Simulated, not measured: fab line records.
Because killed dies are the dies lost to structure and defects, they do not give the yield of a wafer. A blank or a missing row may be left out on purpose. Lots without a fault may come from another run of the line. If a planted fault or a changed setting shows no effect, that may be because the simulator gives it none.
Which of the tools did it?	flow n5-finfet	8 lots with 24 wafers sampled at 6 steps, on a route of 1938 steps

## WHAT THE GAUGES READ, wafer by wafer
N5_MOL_CONTACT_COAG_CD_MEAS_40: the cd target is 25.1 nm. Usual: cd-nm at 25.08 nm, with a standard deviation of 0.22.
lot	measured	on	cd-nm (nm)	flag
L842	day 5 15:39	cd-sem-03	25.34 24.87 24.70	
L849	day 7 06:04	cd-sem-01	24.66 25.03 25.24	
L851	day 7 19:43	cd-sem-03	24.83 24.77 25.13	
L856	day 9 02:12	cd-sem-02	24.92 25.01 24.97	
L858	day 9 14:23	cd-sem-01	24.96 25.52 25.24	
L859	day 9 20:05	cd-sem-03	25.11 25.19 25.01	
L860	day 9 22:54	cd-sem-03	25.08 24.97 24.83	
L861	day 10 08:24	cd-sem-03	24.96 25.29 25.21	

N5_BEOL_M4_RC_MEAS_101. Usual: DIBL_N 36.5 mV/V, standard deviation 1.7; DIBL_P 36.3 mV/V, standard deviation 2.1; IOFF_N 0.16 nA/um, standard deviation 0.036; IOFF_P 0.21 nA/um, standard deviation 0.037; ION_N 676 uA/um, standard deviation 12; ION_P 462 uA/um, standard deviation 7.6; SS_N 71.5 mV/dec, standard deviation 0.68; SS_P 73.3 mV/dec, standard deviation 0.63; VT_N 249 mV, standard deviation 3.5; VT_P -250 mV, standard deviation 3.5.
lot	measured	on	DIBL_N (mV/V)	DIBL_P (mV/V)	IOFF_N (nA/um)	IOFF_P (nA/um)	ION_N (uA/um)	ION_P (uA/um)	SS_N (mV/dec)	SS_P (mV/dec)	VT_N (mV)	VT_P (mV)	flag
L842	day 8 10:57	prober-02	36.3 37.3 36.6	36.9 38.5 38.4	0.16 0.17 0.17	0.18 0.19 0.18	681 682 675	452 452 453	71.1 71.8 71.8	73.4 72.8 74.1	250 253 250	-253 -255 -256	
L849	day 10 05:56	prober-02	34.7 36.8 37.5	33.5 34.8 36.9	0.12 0.16 0.18	0.15 0.16 0.20	657 676 683	450 452 455	71.4 71.7 71.2	73.0 72.9 73.3	250 249 248	-257 -256 -254	
L851	day 11 06:54	prober-01	35.1 39.3 36.9	33.4 38.0 36.1	0.11 0.19 0.15	0.14 0.20 0.18	662 684 673	449 454 459	71.0 72.7 71.5	72.6 73.4 73.1	252 247 248	-256 -254 -255	
L856	day 11 19:54	prober-01	36.5 33.6 35.1	37.1 34.0 36.0	0.16 0.13 0.14	0.22 0.18 0.21	674 667 667	461 460 461	71.1 70.8 71.1	73.9 73.0 73.9	252 252 253	-251 -254 -249	
L858	day 12 18:10	prober-02	38.1 37.3 36.4	39.1 38.4 37.8	0.23 0.21 0.19	0.26 0.26 0.24	689 701 693	467 477 473	72.1 71.9 71.6	73.5 73.4 74.1	245 243 247	-246 -247 -248	
L859	day 12 20:24	prober-01	34.3 34.4 37.6	33.5 33.2 38.1	0.11 0.11 0.17	0.15 0.14 0.21	657 643 670	452 441 459	71.1 70.9 71.1	72.8 72.3 73.7	255 261 250	-257 -260 -251	
L860	day 13 01:03	prober-02	37.4 36.9 37.0	38.3 37.2 37.3	0.16 0.16 0.16	0.22 0.21 0.21	676 682 667	461 461 463	71.4 70.6 71.3	74.0 73.2 72.6	251 250 250	-249 -251 -248	
L861	day 13 05:24	prober-01	35.0 35.4 38.7	34.1 34.3 38.4	0.12 0.12 0.18	0.17 0.17 0.23	665 669 678	457 455 464	71.3 71.1 72.1	72.2 72.6 74.3	252 252 247	-251 -255 -248	

## EACH LOT AND THE TOOL THAT RAN IT (in order: tool; ch and the chambers of the sampled wafers; start)
lot	N5_MOL_CONTACT_COAG_STRIP_72	N5_BEOL_M0_SAQP_ILD_DEP_01	N5_BEOL_M0_SAQP_PECVD_03	N5_BEOL_M0_ETCH_128
L842	rie-diel-06 ch 1,2,3, day 5 16:35	pecvd-03 ch 1,2, day 5 20:59	pecvd-03 ch 0,1, day 5 21:15	rie-diel-06 ch 1,2, day 6 06:38
L849	rie-diel-02 ch 2,3, day 7 07:08	pecvd-03 ch 0,1, day 7 12:16	pecvd-03 ch 0,1, day 7 13:37	rie-diel-03 ch 0,2,3, day 8 01:40
L851	rie-diel-06 ch 1,2,3, day 7 20:27	pecvd-02 ch 0,1,2, day 8 03:27	pecvd-03 ch 0,1, day 8 04:01	rie-diel-02 ch 0,1,2, day 8 11:22
L856	rie-diel-03 ch 2,3, day 9 02:55	pecvd-01 ch 0,1,2, day 9 07:19	pecvd-01 ch 0,1,2, day 9 09:16	rie-diel-02 ch 2,3, day 9 17:38
L858	rie-diel-06 ch 0,2,3, day 9 15:08	pecvd-01 ch 0,1, day 9 19:34	pecvd-01 ch 0,1,2, day 9 21:05	rie-diel-06 ch 1,2, day 10 05:04
L859	rie-diel-03 ch 0,3, day 9 20:55	pecvd-01 ch 1,2, day 10 01:19	pecvd-02 ch 0,1, day 10 02:59	rie-diel-02 ch 0,3, day 10 10:55
L860	rie-diel-06 ch 0,1,3, day 9 23:49	pecvd-03 ch 0,1, day 10 04:19	pecvd-02 ch 0,1, day 10 05:04	rie-diel-06 ch 0,2,3, day 10 13:58
L861	rie-diel-06 ch 1,2,3, day 10 09:31	pecvd-02 ch 0,1, day 10 14:02	pecvd-01 ch 0,1, day 10 14:47	rie-diel-06 ch 0,2,3, day 11 01:32
- N5_MOL_CONTACT_COAG_STRIP_72: strips in N2/H2.
- N5_BEOL_M0_SAQP_ILD_DEP_01: deposits SiOC from DEMS/O2, target thk 45.419 nm, time 8.7 s.
- N5_BEOL_M0_SAQP_PECVD_03: deposits SiCN from 3MS/NH3, target thk 12 nm, time 21.1 s.
- N5_BEOL_M0_ETCH_128: etches SiCN in CF4/N2, target depth 12 nm, overetch 5.1 nm, time 21.4 s.

## AS READ BY THE TOOLS THEMSELVES (means over the sampled wafers that have a number; for cases with no such wafer, the mark the record gives instead)
N5_MOL_CONTACT_COAG_STRIP_72. Usual: chamber-pressure-mTorr 20.00 mTorr, standard deviation 0.046; drypump-motor-current-A 5.7 A, standard deviation 0.34; oes-product-au 0.75 a.u., standard deviation 0.06; rf-vpp-V 59.0 V, standard deviation 1.7; showerhead-plenum-p-Torr 2.54 Torr, standard deviation 0.096; throttle-valve-pct 23.72 %, standard deviation 0.27.
lot	tool	chamber-pressure-mTorr (mTorr)	drypump-motor-current-A (A)	oes-product-au (a.u.)	rf-vpp-V (V)	showerhead-plenum-p-Torr (Torr)	throttle-valve-pct (%)	flag
L842	rie-diel-06	19.97	5.6	0.75	58.6	2.46	23.76	
L849	rie-diel-02	19.98	5.4	0.73	59.7	2.52	23.68	
L851	rie-diel-06	20.01	5.6	0.74	59.7	2.45	23.78	
L856	rie-diel-03	20.02	6.1	0.75	60.0	2.57	23.69	
L858	rie-diel-06	19.99	5.7	0.82	58.3	2.59	23.52	
L859	rie-diel-03	20.01	5.6	0.79	60.1	2.53	23.90	
L860	rie-diel-06	20.00	5.5	0.73	57.4	2.53	23.80	
L861	rie-diel-06	20.00	5.7	0.80	58.2	2.55	23.58	

N5_BEOL_M0_SAQP_ILD_DEP_01. Usual: heater-power-w 462 W, standard deviation 66; showerhead-plenum-p-Torr 5.697 Torr, standard deviation 0.013; throttle-valve-pct 12.1 %, standard deviation 0.53.
lot	tool	heater-power-w (W)	showerhead-plenum-p-Torr (Torr)	throttle-valve-pct (%)	flag
L842	pecvd-03	434	5.688	12.0	
L849	pecvd-03	328	5.697	12.6	
L851	pecvd-02	459	5.701	12.1	
L856	pecvd-01	487	5.697	11.9	
L858	pecvd-01	537	5.686	12.3	
L859	pecvd-01	522	5.699	11.8	
L860	pecvd-03	311	5.688	12.8	
L861	pecvd-02	460	5.698	12.2	

N5_BEOL_M0_SAQP_PECVD_03. Usual: run-length-s 51.4 s, standard deviation 0.66; showerhead-plenum-p-Torr 3.669 Torr, standard deviation 0.012; throttle-valve-pct 9.2 %, standard deviation 0.45.
lot	tool	run-length-s (s)	showerhead-plenum-p-Torr (Torr)	throttle-valve-pct (%)	flag
L842	pecvd-03	51.2	3.669	9.4	
L849	pecvd-03	59.8	3.665	9.6	OFF
L851	pecvd-03	55.1	3.670	9.5	OFF
L856	pecvd-01	51.1	3.662	9.3	
L858	pecvd-01	51.3	3.658	9.2	
L859	pecvd-02	51.9	3.679	8.9	
L860	pecvd-02	51.8	3.673	9.4	
L861	pecvd-01	51.4	3.656	9.3	

N5_BEOL_M0_ETCH_128. Usual: chamber-pressure-mTorr 40.00 mTorr, standard deviation 0.032; drypump-motor-current-A 5.7 A, standard deviation 0.31; oes-product-au 0.52 a.u., standard deviation 0.044; rf-vpp-V 382.5 V, standard deviation 2; showerhead-plenum-p-Torr 2.22 Torr, standard deviation 0.074; throttle-valve-pct 15.51 %, standard deviation 0.21.
lot	tool	chamber-pressure-mTorr (mTorr)	drypump-motor-current-A (A)	oes-product-au (a.u.)	rf-vpp-V (V)	showerhead-plenum-p-Torr (Torr)	throttle-valve-pct (%)	flag
L842	rie-diel-06	39.98	6.0	0.49	380.6	2.13	15.74	
L849	rie-diel-03	40.00	5.8	0.67	382.5	2.21	15.39	OFF
L851	rie-diel-02	39.98	5.6	0.56	381.3	2.21	15.56	
L856	rie-diel-02	39.98	5.5	0.48	381.2	2.18	15.64	
L858	rie-diel-06	40.01	6.0	0.60	384.5	2.30	15.44	
L859	rie-diel-02	40.01	5.6	0.48	382.3	2.18	15.65	
L860	rie-diel-06	40.01	5.8	0.55	382.8	2.24	15.36	
L861	rie-diel-06	39.97	5.8	0.54	383.1	2.24	15.37	

## THE ANSWER, worked out from the rows above alone
Rule: a lot is off if the mean of its wafers that have a number lies more than 3 standard deviations from the usual mean. Also off: a lot with no number at a reading for which 4 or more lots have one. Any other lot the step has rows for is counted as sound. The gauges are gone through in route order, then the tools' own readings, and for those a lot's mean is taken as printed above. At the first step where some lot is off, the reading lying furthest off is the one used; lots without a number count as furthest.
Off: L849, L851 (N5_BEOL_M0_SAQP_PECVD_03, run-length-s).
A tool fits if, at that step or a process step before it, it ran every lot that is off, and no sound lot after the first of them. One fits: N5_BEOL_M0_SAQP_PECVD_03 on pecvd-03. Its last sound lot is L842 (day 5 21:15), its first lot that is off L849 (day 7 13:37): a fault that began between those two fits.
On the lots that are off, the tool's own readings at N5_BEOL_M0_SAQP_PECVD_03 differ by more than 5 times the standard deviation of the sound lots' means, which bears it out; run-length-s reads 57.5 s there versus 51.5 s on the sound lots.

## WHAT HAD BEEN PUT IN BY THE SIMULATOR
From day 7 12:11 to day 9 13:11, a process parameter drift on pecvd-03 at N5_BEOL_M0_SAQP_PECVD_03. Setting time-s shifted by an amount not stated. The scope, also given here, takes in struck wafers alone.
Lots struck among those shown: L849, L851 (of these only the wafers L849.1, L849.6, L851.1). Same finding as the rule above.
